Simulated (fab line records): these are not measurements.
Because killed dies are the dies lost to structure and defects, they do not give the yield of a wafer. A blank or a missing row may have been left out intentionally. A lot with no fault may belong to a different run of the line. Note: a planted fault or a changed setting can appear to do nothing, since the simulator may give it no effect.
fab line records	flow n5Finfet
record lots=24	wafers=72	lastDay=17
route steps=1938 shown BEOL_M5@1171 BEOL_M6@1197
lots untouched by any fault: they come from a run of this same line in which no faults occurred
startH: the number of hours between the record's first day and the start of the first shown wafer of the lot	waitH: hours from the lot's prior step to this one	" as in the row above	L1.1+2: a single row standing in for several wafers	- either no value or no given start	* or withheld: withheld	< > ~ a bound
route shown NAME@n: NAME is a module with steps in the file, n the number in the route of the first one	usual: the fault-free wafers' mean and standard deviation	same: alike in all rows	chamber/n: place in a boat	sites: each site's reading	_std_site: how widely they spread, as a standard deviation	_edge_site: the outer-site mean with the inner-site mean subtracted	radiusMm: how far each site lies from the wafer's centre	mask NAME#n: copy n	behind: the tool/chamber that last shaped the wafer	hold: why the lot went on hold/how many hours it stayed there/how the hold came to an end	device: names the non-switching transistor (n, p or np)	end of line: the same wafers' tests at the end of the route	for a step that has no rows: nothing shown but its recipe	killed: the dies lost at the first sort to structure and to defects; this is not the yield of the wafer	map: a wafer's dies, x killed, . not, _ none there
set.NAME: setting as actually run; set.NAME@STEP: the setting as run at that earlier step	model.NAME: the simulator's own value behind a step, which no gauge read
route steps across a sampled set of lots; one table per step, one row per wafer
services: when a tool's chamber went out of use (startH, in hours from the record's first day, below 0 if earlier), for how many hours, and the reason
## steps
# step N5_BEOL_M5_PRE_CLEAN_45
# recipe gas=H2/He	timeS=30	tempC=250
# usual heaterPowerW=343/34
lot.wafer	tool	chamber	startH	waitH	heaterPowerW
L074.2	pvdSputter-01	-	184.57	0.0	398
L074.4	"	-	"	"	364
L074.5	"	-	"	"	333
L076.2	pvdSputter-02	-	191.71	0.0	330
L076.5	"	-	"	"	398
L076.6	"	-	"	"	309
L075.3	pvdSputter-01	-	194.70	0.0	393
L075.5	"	-	"	"	367
L075.6	"	-	"	"	268
L077.2	pvdSputter-01	-	199.26	0.0	340
L077.4	"	-	"	"	342
L077.6	"	-	"	"	385
L078.3	pvdSputter-01	-	211.50	0.0	342
L078.4	"	-	"	"	397
L078.6	"	-	"	"	354
L079.2	pvdSputter-03	-	211.59	0.0	331
L079.3	"	-	"	"	336
L079.4	"	-	"	"	369
L080.2	pvdSputter-01	-	216.16	0.0	356
L080.4	"	-	"	"	341
L080.6	"	-	"	"	266
L081.1	pvdSputter-01	-	226.79	0.0	365
L081.4	"	-	"	"	397
L081.6	"	-	"	"	354
L083.3	pvdSputter-02	-	236.29	0.0	407
L083.4	"	-	"	"	310
L083.5	"	-	"	"	334
L084.2	pvdSputter-03	-	245.34	0.0	326
L084.4	"	-	"	"	363
L084.6	"	-	"	"	331
L082.2	pvdSputter-03	-	245.60	0.0	368
L082.5	"	-	"	"	332
L082.6	"	-	"	"	369
L085.1	pvdSputter-01	-	245.71	0.0	334
L085.2	"	-	"	"	385
L085.6	"	-	"	"	360
L087.1	pvdSputter-03	-	253.29	0.0	368
L087.5	"	-	"	"	370
L087.6	"	-	"	"	363
L086.2	pvdSputter-03	-	253.97	0.0	332
L086.3	"	-	"	"	367
L086.6	"	-	"	"	353
L089.2	pvdSputter-03	-	262.97	0.0	332
L089.4	"	-	"	"	326
L089.5	"	-	"	"	370
L088.1	pvdSputter-01	-	278.60	0.0	337
L088.2	"	-	"	"	399
L088.3	"	-	"	"	355
L090.2	pvdSputter-02	-	284.23	0.0	319
L090.3	"	-	"	"	303
L090.6	"	-	"	"	304
L091.2	pvdSputter-03	-	285.33	0.0	333
L091.3	"	-	"	"	358
L091.6	"	-	"	"	345
L092.2	pvdSputter-03	-	285.95	0.0	364
L092.3	"	-	"	"	331
L092.4	"	-	"	"	368
L093.1	pvdSputter-03	-	286.19	0.0	366
L093.2	"	-	"	"	331
L093.5	"	-	"	"	369
L094.1	pvdSputter-02	-	303.65	0.0	333
L094.5	"	-	"	"	327
L094.6	"	-	"	"	306
L095.1	pvdSputter-03	-	304.77	0.0	370
L095.3	"	-	"	"	362
L095.4	"	-	"	"	329
L096.1	pvdSputter-03	-	306.83	0.0	330
L096.3	"	-	"	"	362
L096.4	"	-	"	"	332
L097.2	pvdSputter-01	-	317.51	0.0	387
L097.4	"	-	"	"	359
L097.5	"	-	"	"	336
# step N5_BEOL_M5_INSPECT_58
# recipe inspectInstrument=darkfield	mode=postDep
# usual rawDefectCount=83/26
lot.wafer	tool	chamber	startH	waitH	rawDefectCount
L074.2	defectInspect-02	-	190.76	0.0	102
L074.4	"	-	"	"	78
L074.5	"	-	"	"	106
L076.2	defectInspect-01	-	198.06	0.0	127
L076.5	"	-	"	"	83
L076.6	"	-	"	"	111
L075.3	defectInspect-02	-	201.26	0.0	97
L075.5	"	-	"	"	105
L075.6	"	-	"	"	101
L077.2	defectInspect-01	-	206.19	0.0	56
L077.4	"	-	"	"	35
L077.6	"	-	"	"	70
L078.3	defectInspect-01	-	217.60	0.0	88
L078.4	"	-	"	"	92
L078.6	"	-	"	"	68
L079.2	defectInspect-01	-	217.88	0.0	92
L079.3	"	-	"	"	82
L079.4	"	-	"	"	68
L080.2	defectInspect-02	-	222.21	0.0	92
L080.4	"	-	"	"	94
L080.6	"	-	"	"	60
L081.1	defectInspect-02	-	233.21	0.0	86
L081.4	"	-	"	"	104
L081.6	"	-	"	"	83
L083.3	defectInspect-02	-	242.26	0.0	47
L083.4	"	-	"	"	46
L083.5	"	-	"	"	65
L084.2	defectInspect-01	-	251.30	0.0	64
L084.4	"	-	"	"	85
L084.6	"	-	"	"	65
L082.2	defectInspect-01	-	251.61	0.0	103
L082.5	"	-	"	"	84
L082.6	"	-	"	"	97
L085.1	defectInspect-02	-	253.99	0.0	76
L085.2	"	-	"	"	77
L085.6	"	-	"	"	80
L087.1	defectInspect-01	-	259.47	0.0	77
L087.5	"	-	"	"	84
L087.6	"	-	"	"	88
L086.2	defectInspect-02	-	260.07	0.0	82
L086.3	"	-	"	"	56
L086.6	"	-	"	"	66
L089.2	defectInspect-01	-	269.37	0.0	102
L089.4	"	-	"	"	70
L089.5	"	-	"	"	57
L088.1	defectInspect-02	-	284.66	0.0	61
L088.2	"	-	"	"	58
L088.3	"	-	"	"	52
L090.2	defectInspect-01	-	290.47	0.0	88
L090.3	"	-	"	"	78
L090.6	"	-	"	"	113
L091.2	defectInspect-02	-	291.67	0.0	76
L091.3	"	-	"	"	94
L091.6	"	-	"	"	131
L092.2	defectInspect-01	-	292.06	0.0	78
L092.3	"	-	"	"	100
L092.4	"	-	"	"	90
L093.1	defectInspect-02	-	294.93	0.0	88
L093.2	"	-	"	"	76
L093.5	"	-	"	"	57
L094.1	defectInspect-02	-	309.65	0.0	44
L094.5	"	-	"	"	33
L094.6	"	-	"	"	54
L095.1	defectInspect-02	-	311.13	0.0	64
L095.3	"	-	"	"	70
L095.4	"	-	"	"	115
L096.1	defectInspect-02	-	314.36	0.0	132
L096.3	"	-	"	"	116
L096.4	"	-	"	"	100
L097.2	defectInspect-01	-	323.60	0.0	62
L097.4	"	-	"	"	50
L097.5	"	-	"	"	55
# step N5_BEOL_M6_PECVD_70
# recipe material=SiO2	targetThkA=200	tempC=400	precursor=TEOS/O2	pressureTorr=5.5	rfW=450	teosFlowSccm=53.8	gas=O2	flowSccm=3000	timeS=22.7
# usual heaterPowerW=746/86	showerheadPlenumPTorr=8.80/0.064	showerheadVppV=1335/52	throttleValvePct=22.0/1.2
lot.wafer	tool	chamber	startH	waitH	heaterPowerW	showerheadPlenumPTorr	showerheadVppV	sinceWetCleanH	throttleValvePct
L074.2	pecvd-01	2	191.44	0.0	815	8.76	1371	322	20.3
L074.4	"	1	"	"	813	8.78	1301	-	20.6
L074.5	"	2	"	"	803	8.76	1389	-	20.4
L076.2	pecvd-01	2	198.71	0.0	685	8.74	1391	330	20.6
L076.5	"	0	"	"	497	8.84	1304	-	23.1
L076.6	"	1	"	"	694	8.80	1277	-	20.5
L075.3	pecvd-04	2	201.91	0.0	759	8.82	1298	125	21.3
L075.5	"	0	"	"	746	8.85	1425	-	23.2
L075.6	"	2	"	"	748	8.83	1292	-	21.4
L077.2	pecvd-01	2	206.84	0.0	827	8.74	1388	338	20.5
L077.4	"	0	"	"	588	8.83	1318	-	23.6
L077.6	"	1	"	"	704	8.79	1287	-	20.2
L079.2	pecvd-03	0	218.53	0.0	816	8.81	1330	741	22.2
L079.3	"	1	"	"	723	8.85	1267	-	23.0
L079.4	"	0	"	"	812	8.81	1347	-	22.6
L078.3	pecvd-03	1	218.81	0.1	767	8.87	1296	-	23.0
L078.4	"	0	"	"	833	8.80	1323	-	22.1
L078.6	"	0	"	"	838	8.84	1342	-	22.4
L080.2	pecvd-04	2	222.88	0.0	770	8.83	1275	146	21.7
L080.4	"	1	"	"	815	8.81	1399	-	22.5
L080.6	"	2	"	"	769	8.83	1305	-	21.5
L081.1	pecvd-01	2	233.93	0.0	745	8.73	1380	365	20.4
L081.4	"	1	"	"	799	8.79	1265	-	20.5
L081.6	"	2	"	"	779	8.73	1395	-	20.5
L083.3	pecvd-03	2	242.91	0.0	848	8.63	1327	12	20.0
L083.4	"	1	"	"	644	8.89	1282	-	22.9
L083.5	"	2	"	"	879	8.64	1317	-	20.2
L084.2	pecvd-04	2	251.95	0.0	777	8.82	1302	175	21.7
L084.4	"	0	"	"	628	8.84	1433	-	23.5
L084.6	"	1	"	"	826	8.82	1436	-	22.5
L082.2	pecvd-03	2	252.26	0.0	884	8.66	1325	21	20.0
L082.5	"	0	"	"	756	8.81	1333	-	22.6
L082.6	"	2	"	"	894	8.64	1337	-	20.2
L085.1	pecvd-03	2	255.12	0.0	826	8.64	1329	24	20.4
L085.2	"	0	"	"	782	8.84	1332	778	22.8
L085.6	"	0	"	"	778	8.83	1319	-	22.4
L087.1	pecvd-03	1	260.15	0.0	809	8.85	1310	1508	23.0
L087.5	"	1	"	"	771	8.86	1287	-	22.8
L087.6	"	0	"	"	778	8.81	1354	-	22.8
L086.2	pecvd-01	1	260.72	0.0	806	8.80	1258	1871	20.8
L086.3	"	2	"	"	710	8.74	1384	392	20.6
L086.6	"	0	"	"	541	8.84	1320	-	23.4
L089.2	pecvd-03	0	270.02	0.0	796	8.83	1357	793	22.7
L089.4	"	2	"	"	877	8.64	1321	-	20.1
L089.5	"	1	"	"	753	8.84	1277	-	22.7
L088.1	pecvd-01	0	285.31	0.0	563	8.85	1313	1170	23.4
L088.2	"	2	"	"	776	8.77	1391	416	21.0
L088.3	"	1	"	"	724	8.78	1273	1895	20.4
L090.2	pecvd-03	0	291.13	0.0	829	8.83	1330	814	22.6
L090.3	"	1	"	"	738	8.82	1295	1539	23.0
L090.6	"	0	"	"	844	8.83	1325	-	22.4
L091.2	pecvd-01	0	292.33	0.0	604	8.85	1309	1177	23.4
L091.3	"	1	"	"	757	8.77	1285	1902	20.3
L091.6	"	2	"	"	801	8.75	1399	-	20.7
L092.2	pecvd-03	1	292.71	0.0	741	8.86	1288	1540	23.0
L092.3	"	2	"	"	810	8.64	1360	61	20.2
L092.4	"	0	"	"	847	8.83	1315	-	22.9
L093.1	pecvd-04	2	296.09	0.0	692	8.81	1300	219	21.6
L093.2	"	1	"	"	767	8.81	1442	1725	22.5
L093.5	"	0	"	"	675	8.87	1423	-	23.5
L094.1	pecvd-04	2	310.36	0.0	747	8.81	1316	234	21.8
L094.5	"	0	"	"	737	8.87	1422	-	23.8
L094.6	"	1	"	"	732	8.82	1464	-	22.2
L095.1	pecvd-03	1	311.80	0.0	668	8.84	1289	1559	22.8
L095.3	"	2	"	"	895	8.64	1313	80	20.1
L095.4	"	0	"	"	773	8.84	1338	-	22.8
L096.1	pecvd-04	1	315.01	0.0	828	8.81	1431	1744	22.3
L096.3	"	2	"	"	688	8.82	1299	238	21.7
L096.4	"	0	"	"	739	8.85	1417	-	23.6
L097.2	pecvd-01	0	324.27	0.0	530	8.84	1294	1209	23.5
L097.4	"	0	"	"	533	8.86	1313	-	23.4
L097.5	"	2	"	"	764	8.79	1366	-	21.2
# step N5_BEOL_M6_OVL_MEAS_12
# recipe pointsPerWafer=44
# usual M6_OVL=0.3/0.82
lot.wafer	tool	chamber	startH	waitH	M6_OVL[nm]
L074.2	overlay-02	0	192.28	0.0	0.3
L074.4	"	0	"	"	-0.8
L074.5	"	0	"	"	2.0
L076.2	overlay-01	0	199.43	0.0	-0.1
L076.5	"	0	"	"	0.4
L076.6	"	0	"	"	-0.5
L075.3	overlay-01	0	202.92	0.0	2.1
L075.5	"	0	"	"	1.9
L075.6	"	0	"	"	0.3
L077.2	overlay-01	0	208.15	0.0	0.6
L077.4	"	0	"	"	0.7
L077.6	"	0	"	"	-0.4
L079.2	overlay-01	0	222.24	0.0	0.4
L079.3	"	0	"	"	-0.2
L079.4	"	0	"	"	0.8
L078.3	overlay-02	0	222.41	0.0	-0.6
L078.4	"	0	"	"	-0.5
L078.6	"	0	"	"	0.1
L080.2	overlay-01	0	224.48	0.0	1.2
L080.4	"	0	"	"	1.6
L080.6	"	0	"	"	1.6
L081.1	overlay-02	0	236.34	0.0	0.9
L081.4	"	0	"	"	-0.6
L081.6	"	0	"	"	0.3
L083.3	overlay-01	0	245.31	0.0	0.9
L083.4	"	0	"	"	-0.1
L083.5	"	0	"	"	0.9
L084.2	overlay-02	0	253.94	0.0	-0.1
L084.4	"	0	"	"	-0.2
L084.6	"	0	"	"	0.0
L082.2	overlay-01	0	254.10	0.0	-0.4
L082.5	"	0	"	"	-0.8
L082.6	"	0	"	"	-1.0
L085.1	overlay-02	0	259.07	0.0	0.3
L085.2	"	0	"	"	-0.8
L085.6	"	0	"	"	0.5
L087.1	overlay-02	0	262.62	0.0	0.2
L087.5	"	0	"	"	-0.3
L087.6	"	0	"	"	0.4
L086.2	overlay-01	0	262.78	0.0	0.0
L086.3	"	0	"	"	0.0
L086.6	"	0	"	"	-1.1
L089.2	overlay-02	0	271.36	0.0	0.5
L089.4	"	0	"	"	-0.2
L089.5	"	0	"	"	0.9
L088.1	overlay-02	0	285.92	0.0	-0.1
L088.2	"	0	"	"	-0.2
L088.3	"	0	"	"	-0.9
L090.2	overlay-02	0	292.15	0.0	2.1
L090.3	"	0	"	"	1.1
L090.6	"	0	"	"	2.0
L091.2	overlay-02	0	292.91	0.0	0.6
L091.3	"	0	"	"	0.4
L091.6	"	0	"	"	0.9
L092.2	overlay-01	0	294.80	0.0	1.1
L092.3	"	0	"	"	0.0
L092.4	"	0	"	"	1.3
L093.1	overlay-02	0	296.91	0.0	-0.7
L093.2	"	0	"	"	0.9
L093.5	"	0	"	"	-0.7
L094.1	overlay-02	0	312.11	0.0	0.5
L094.5	"	0	"	"	1.6
L094.6	"	0	"	"	1.1
L095.1	overlay-01	0	313.71	0.0	1.4
L095.3	"	0	"	"	1.4
L095.4	"	0	"	"	0.0
L096.1	overlay-02	0	317.12	0.0	-0.2
L096.3	"	0	"	"	-0.2
L096.4	"	0	"	"	0.1
L097.2	overlay-02	0	325.84	0.0	-0.1
L097.4	"	0	"	"	0.1
L097.5	"	0	"	"	1.1
# step N5_BEOL_M6_DESCUM_33
# recipe chemistry=O2	timeS=7	sourcePowerW=50	biasPowerW=20	pressureMtorr=20	rfFrequencyHz=2.712e+07	tempC=40	resist=CAR-EUV	o2FlowSccm=225
# usual drypumpMotorCurrentA=5.7/0.38	oesProductAu=0.79/0.097	rfVppV=243.6/1.3	showerheadPlenumPTorr=2.12/0.067	throttleValvePct=20.45/0.24
lot.wafer	tool	chamber	startH	waitH	drypumpMotorCurrentA	oesProductAu	rfHoursCounterH	rfVppV	showerheadPlenumPTorr	throttleValvePct
L074.2	rieDiel-05	1	195.82	0.7	5.6	0.73	196	244.5	2.16	20.46
L074.4	"	2	"	"	5.2	0.70	-	244.6	2.15	20.73
L074.5	"	1	"	"	5.6	0.73	-	243.8	2.16	20.46
L076.2	rieDiel-01	1	200.66	0.1	5.8	0.69	209	243.1	2.08	20.16
L076.5	"	1	"	"	5.8	0.69	-	241.2	2.08	20.18
L076.6	"	0	"	"	5.9	0.91	-	243.4	2.06	20.33
L075.3	rieDiel-05	2	204.49	0.0	5.2	0.70	224	243.6	2.15	20.74
L075.5	"	0	"	"	5.4	0.75	-	244.5	2.15	20.75
L075.6	"	1	"	"	5.6	0.73	-	245.8	2.16	20.47
L077.2	rieDiel-03	2	209.88	0.0	5.0	0.74	190	243.1	2.10	20.44
L077.4	"	1	"	"	5.7	0.84	74	243.9	2.10	20.20
L077.6	"	1	"	"	5.6	0.84	-	242.3	2.10	20.19
L079.2	rieDiel-03	1	224.25	0.2	5.7	0.83	78	245.1	2.10	20.21
L079.3	"	0	"	"	5.9	0.73	197	244.3	2.17	20.29
L079.4	"	3	"	"	5.7	0.79	132	242.6	1.98	19.87
L078.3	rieDiel-05	2	224.65	0.5	5.2	0.70	229	243.3	2.15	20.77
L078.4	"	0	"	"	5.4	0.74	202	242.8	2.15	20.77
L078.6	"	1	"	"	5.6	0.73	-	243.6	2.15	20.47
L080.2	rieDiel-05	1	227.12	0.9	5.6	0.72	208	244.2	2.15	20.49
L080.4	"	0	"	"	5.4	0.74	204	244.9	2.15	20.79
L080.6	"	1	"	"	5.6	0.72	-	245.3	2.15	20.48
L081.1	rieDiel-05	2	240.63	0.2	5.2	0.69	234	244.4	2.15	20.77
L081.4	"	0	"	"	5.4	0.73	208	245.4	2.15	20.78
L081.6	"	1	"	"	5.6	0.72	-	244.0	2.15	20.49
L083.3	rieDiel-05	0	250.45	0.3	5.4	0.73	211	243.8	2.15	20.79
L083.4	"	2	"	"	5.2	0.68	239	244.0	2.15	20.75
L083.5	"	0	"	"	5.4	0.74	-	242.5	2.15	20.78
L084.2	rieDiel-01	2	257.70	0.0	5.7	0.92	14	242.2	2.05	20.55
L084.4	"	1	"	"	5.8	0.69	230	243.1	2.07	20.19
L084.6	"	2	"	"	5.7	0.91	-	243.7	2.05	20.53
L082.2	rieDiel-03	3	257.88	0.0	5.6	0.77	144	242.1	1.98	19.88
L082.5	"	2	"	"	5.0	0.72	-	242.7	2.09	20.44
L082.6	"	3	"	"	5.7	0.77	-	242.4	1.98	19.88
L085.1	rieDiel-01	2	261.97	0.3	5.7	0.91	16	242.5	2.05	20.55
L085.2	"	1	"	"	5.8	0.68	232	242.7	2.07	20.20
L085.6	"	1	"	"	5.8	0.68	-	243.2	2.07	20.20
L086.2	rieDiel-03	0	265.26	0.2	5.9	0.72	211	244.9	2.16	20.30
L086.3	"	2	"	"	5.0	0.71	210	243.9	2.09	20.45
L086.6	"	2	"	"	5.0	0.71	-	242.9	2.09	20.45
L087.1	rieDiel-05	1	265.66	0.5	5.6	0.71	221	244.1	2.15	20.51
L087.5	"	0	"	"	5.4	0.73	-	242.8	2.15	20.79
L087.6	"	3	"	"	6.5	0.93	-	245.4	2.24	20.34
L089.2	rieDiel-01	2	274.14	0.4	5.7	0.89	21	242.4	2.05	20.54
L089.4	"	2	"	"	5.7	0.88	-	242.2	2.05	20.56
L089.5	"	0	"	"	5.9	0.86	-	241.7	2.05	20.37
L088.1	rieDiel-01	2	290.41	0.0	5.7	0.89	29	240.9	2.05	20.55
L088.2	"	1	"	"	5.7	0.67	244	242.0	2.07	20.20
L088.3	"	0	"	"	5.9	0.84	55	242.8	2.04	20.37
L090.2	rieDiel-05	0	294.06	0.2	5.4	0.72	228	243.5	2.14	20.81
L090.3	"	3	"	"	6.5	0.92	31	245.6	2.24	20.34
L090.6	"	0	"	"	5.4	0.71	-	244.2	2.14	20.80
L091.2	rieDiel-05	1	294.46	0.4	5.6	0.71	232	244.6	2.14	20.51
L091.3	"	0	"	"	5.3	0.72	228	244.7	2.14	20.80
L091.6	"	1	"	"	5.6	0.71	-	242.2	2.14	20.51
L092.2	rieDiel-03	1	295.93	0.0	5.7	0.80	104	243.3	2.09	20.25
L092.3	"	0	"	"	5.9	0.71	222	243.0	2.16	20.32
L092.4	"	2	"	"	5.0	0.71	222	242.3	2.09	20.48
L093.1	rieDiel-01	2	297.99	0.0	5.7	0.88	32	243.7	2.05	20.55
L093.2	"	1	"	"	5.8	0.67	248	242.1	2.06	20.22
L093.5	"	1	"	"	5.7	0.68	-	242.8	2.06	20.22
L094.1	rieDiel-01	3	313.26	0.1	5.6	0.96	5	241.9	2.06	20.49
L094.5	"	0	"	"	5.9	0.84	-	242.4	2.04	20.41
L094.6	"	3	"	"	5.6	0.96	-	243.2	2.06	20.47
L095.1	rieDiel-05	3	317.33	0.2	6.5	0.89	42	244.6	2.23	20.38
L095.3	"	0	"	"	5.4	0.71	239	244.0	2.14	20.83
L095.4	"	2	"	"	5.2	0.96	5	243.9	2.14	20.51
L096.1	rieDiel-05	3	319.00	0.3	6.5	0.90	43	244.5	2.23	20.34
L096.3	"	1	"	"	5.6	0.70	242	242.9	2.14	20.53
L096.4	"	2	"	"	5.2	0.96	5	244.7	2.14	20.52
L097.2	rieDiel-05	0	329.00	0.3	5.4	0.71	244	242.7	2.14	20.81
L097.4	"	0	"	"	5.4	0.71	-	244.6	2.14	20.83
L097.5	"	2	"	"	5.2	0.95	-	245.0	2.14	20.52
# step N5_BEOL_M6_ETCH_66
# recipe chemistry=N2/H2	target=SOC	targetDepthA=800	overetchA=160	maskMaterial=SiARC	tempC=40	timeS=120	ionEnergyEv=200	pressureMtorr=30	sourceW=840	biasW=150	n2FlowSccm=200	h2FlowSccm=200
# usual drypumpMotorCurrentA=5.7/0.38	oesProductAu=0.60/0.068	rfVppV=524.8/2.3	showerheadPlenumPTorr=2.57/0.071	throttleValvePct=17.85/0.29
lot.wafer	tool	chamber	startH	waitH	drypumpMotorCurrentA	oesProductAu	rfHoursCounterH	rfVppV	showerheadPlenumPTorr	throttleValvePct
L074.2	rieDiel-05	1	195.90	0.0	5.6	0.57	196	525.4	2.60	17.68
L074.4	"	2	"	"	5.2	0.55	-	527.1	2.64	18.33
L074.5	"	1	"	"	5.6	0.57	-	526.0	2.60	17.69
L076.2	rieDiel-01	1	200.73	0.0	5.8	0.54	209	521.8	2.51	17.49
L076.5	"	1	"	"	5.8	0.55	-	523.0	2.51	17.47
L076.6	"	0	"	"	5.9	0.69	-	521.4	2.51	17.77
L075.3	rieDiel-05	2	204.57	0.0	5.2	0.55	224	525.8	2.64	18.32
L075.5	"	0	"	"	5.4	0.57	-	525.5	2.63	18.29
L075.6	"	1	"	"	5.6	0.57	-	526.9	2.60	17.71
L077.2	rieDiel-03	2	209.96	0.0	5.0	0.56	190	524.4	2.54	17.77
L077.4	"	1	"	"	5.7	0.64	74	525.4	2.58	17.74
L077.6	"	1	"	"	5.7	0.64	-	523.7	2.58	17.73
L079.2	rieDiel-03	1	224.33	0.0	5.7	0.63	78	525.1	2.58	17.75
L079.3	"	0	"	"	5.9	0.57	197	528.0	2.63	17.66
L079.4	"	3	"	"	5.6	0.60	132	520.8	2.46	17.52
L078.3	rieDiel-05	2	224.73	0.0	5.2	0.54	230	526.7	2.63	18.34
L078.4	"	0	"	"	5.4	0.57	202	526.8	2.63	18.29
L078.6	"	1	"	"	5.6	0.56	-	525.8	2.60	17.70
L080.2	rieDiel-05	1	227.20	0.0	5.6	0.56	208	526.4	2.59	17.71
L080.4	"	0	"	"	5.4	0.57	204	526.2	2.63	18.29
L080.6	"	1	"	"	5.6	0.56	-	527.0	2.59	17.71
L081.1	rieDiel-05	2	240.71	0.0	5.2	0.55	234	526.7	2.63	18.35
L081.4	"	0	"	"	5.4	0.56	208	525.9	2.63	18.31
L081.6	"	1	"	"	5.6	0.57	-	525.3	2.59	17.72
L083.3	rieDiel-05	0	250.53	0.0	5.4	0.56	211	525.8	2.63	18.31
L083.4	"	2	"	"	5.2	0.54	239	525.5	2.63	18.33
L083.5	"	0	"	"	5.4	0.56	-	525.7	2.63	18.31
L084.2	rieDiel-01	2	257.78	0.0	5.8	0.70	14	523.8	2.50	17.89
L084.4	"	1	"	"	5.8	0.53	230	523.0	2.50	17.52
L084.6	"	2	"	"	5.7	0.70	-	521.2	2.50	17.90
L082.2	rieDiel-03	3	257.96	0.0	5.7	0.59	144	519.9	2.45	17.55
L082.5	"	2	"	"	5.0	0.56	-	523.8	2.54	17.78
L082.6	"	3	"	"	5.6	0.59	-	521.6	2.45	17.54
L085.1	rieDiel-01	2	262.05	0.0	5.8	0.69	16	523.3	2.49	17.92
L085.2	"	1	"	"	5.7	0.53	232	523.0	2.50	17.52
L085.6	"	1	"	"	5.8	0.53	-	523.7	2.50	17.52
L086.2	rieDiel-03	0	265.34	0.0	5.9	0.56	211	526.1	2.62	17.69
L086.3	"	2	"	"	5.0	0.55	210	523.5	2.53	17.79
L086.6	"	2	"	"	5.0	0.56	-	523.3	2.53	17.80
L087.1	rieDiel-05	1	265.74	0.0	5.6	0.56	221	524.9	2.59	17.74
L087.5	"	0	"	"	5.3	0.56	-	526.4	2.62	18.32
L087.6	"	3	"	"	6.5	0.71	-	528.2	2.69	17.51
L089.2	rieDiel-01	2	274.22	0.0	5.8	0.68	21	523.1	2.49	17.90
L089.4	"	2	"	"	5.7	0.69	-	522.0	2.49	17.90
L089.5	"	0	"	"	5.9	0.65	-	524.2	2.50	17.81
L088.1	rieDiel-01	2	290.49	0.0	5.7	0.67	29	524.0	2.49	17.90
L088.2	"	1	"	"	5.8	0.52	244	522.3	2.50	17.52
L088.3	"	0	"	"	5.9	0.64	55	522.3	2.49	17.83
L090.2	rieDiel-05	0	294.14	0.0	5.4	0.55	228	525.4	2.62	18.34
L090.3	"	3	"	"	6.5	0.69	31	529.2	2.69	17.53
L090.6	"	0	"	"	5.4	0.55	-	525.9	2.62	18.33
L091.2	rieDiel-05	1	294.54	0.0	5.6	0.55	232	527.2	2.58	17.76
L091.3	"	0	"	"	5.4	0.55	228	525.8	2.62	18.33
L091.6	"	1	"	"	5.6	0.55	-	524.9	2.58	17.75
L092.2	rieDiel-03	1	296.01	0.0	5.7	0.61	104	524.5	2.56	17.79
L092.3	"	0	"	"	5.9	0.55	222	524.6	2.62	17.71
L092.4	"	2	"	"	5.0	0.55	222	522.8	2.53	17.80
L093.1	rieDiel-01	2	298.07	0.0	5.7	0.66	32	522.4	2.49	17.92
L093.2	"	1	"	"	5.8	0.52	248	523.5	2.50	17.53
L093.5	"	1	"	"	5.8	0.52	-	524.2	2.50	17.53
L094.1	rieDiel-01	3	313.34	0.0	5.6	0.72	5	521.4	2.50	17.79
L094.5	"	0	"	"	5.9	0.64	-	521.9	2.49	17.85
L094.6	"	3	"	"	5.5	0.72	-	524.1	2.50	17.80
L095.1	rieDiel-05	3	317.41	0.0	6.5	0.68	42	528.7	2.68	17.55
L095.3	"	0	"	"	5.4	0.55	239	526.2	2.61	18.36
L095.4	"	2	"	"	5.2	0.74	5	526.6	2.62	18.01
L096.1	rieDiel-05	3	319.08	0.0	6.5	0.68	43	528.2	2.68	17.54
L096.3	"	1	"	"	5.6	0.54	243	525.5	2.58	17.78
L096.4	"	2	"	"	5.2	0.74	6	527.3	2.62	18.03
L097.2	rieDiel-05	0	329.08	0.0	5.4	0.55	244	526.7	2.61	18.36
L097.4	"	0	"	"	5.4	0.55	-	525.0	2.61	18.35
L097.5	"	2	"	"	5.2	0.74	-	525.1	2.62	18.03
## services
tool	chamber	startH	hours	kind
rieDiel-05	-	161.75	14.6	pm
rieDiel-03	-	170.76	0.3	repair
pvdSputter-01	-	175.05	0.9	repair
rieDiel-01	-	179.88	15.6	pm
rieDiel-05	3	180.98	-	clean
rieDiel-05	3	180.98	-	consumableReplace:focusRing
rieDiel-05	3	180.98	-	consumableReplace:showerhead
rieDiel-05	3	180.98	20.5	scheduledDown
rieDiel-05	3	180.98	20.5	ventCycle
pecvd-03	-	195.89	6.0	pm
rieDiel-01	-	198.29	0.4	repair
pecvd-03	-	207.52	4.3	pm
pecvd-04	-	226.86	0.3	repair
rieDiel-01	0	243.88	4.7	repair
rieDiel-01	-	251.62	1.0	repair
rieDiel-05	2	283.91	-	clean
rieDiel-05	2	283.91	-	consumableReplace:focusRing
rieDiel-03	-	296.94	2.7	repair
rieDiel-03	-	300.72	0.3	repair
pecvd-04	-	305.06	0.7	repair
rieDiel-01	1	309.69	18.4	repair
pecvd-04	1	311.86	2.0	repair
pecvd-04	2	321.50	4.9	repair
rieDiel-05	1	326.19	19.6	repair
## key
fault none
